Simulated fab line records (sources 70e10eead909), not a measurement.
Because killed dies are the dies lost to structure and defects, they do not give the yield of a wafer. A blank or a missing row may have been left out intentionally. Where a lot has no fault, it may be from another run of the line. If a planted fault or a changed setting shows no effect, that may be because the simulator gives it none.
Matching of chambers | flow nand_harc | pecvd-03 running NHARC_A_SLIT_DEP_25: 3 sister chambers
The step deposits SiO2, target thk 200 nm. 6 wafers are shown with their chamber, then 6 later ones without.

== WAFERS, EACH WITH ITS CHAMBER ==
wafer  | chamber | throttle_valve_pct (%) | heater_power_w (W)
L535.6 | 1       | 16.4                   | 510
L533.2 | 2       | 15.4                   | 465
L533.4 | 1       | 16.5                   | 491
L547.2 | 0       | 16.7                   | 595
L547.4 | 2       | 15.2                   | 460
L547.5 | 0       | 16.8                   | 598

== WAFERS WHOSE CHAMBER IS MISSING ==
wafer  | throttle_valve_pct (%) | heater_power_w (W)
L550.1 | 16.6                   | 631
L550.2 | 16.8                   | 487
L550.5 | 16.7                   | 484
L553.1 | 16.4                   | 506
L553.3 | 16.6                   | 603
L553.5 | 16.7                   | 623

== CHAMBER TAKEN BY EACH ==
wafer  | from the rows above | in truth
L550.1 | 0                   | 0
L550.2 | 1                   | 1
L550.5 | 1                   | 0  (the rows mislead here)
L553.1 | 1                   | 1
L553.3 | 0                   | 0
L553.5 | 0                   | 0
Placed correctly: 5 of 6. Not placeable from these rows: 0. Wrongly placed: 1.
How it was worked out, from the rows above alone: a wafer's distance from a chamber is the root of the sum, over the readings, of the square of ((its reading less the chamber's mean) divided by the reading's scatter). The wafer belongs to the nearest chamber; if the next one is less than 2 further off, it can't be placed. Each chamber's mean is taken over the wafers shown for it. How the scatter is found: for the shown wafers, subtract from each reading the mean of its chamber, square and add these, divide the total by (wafers less chambers), then take the root.
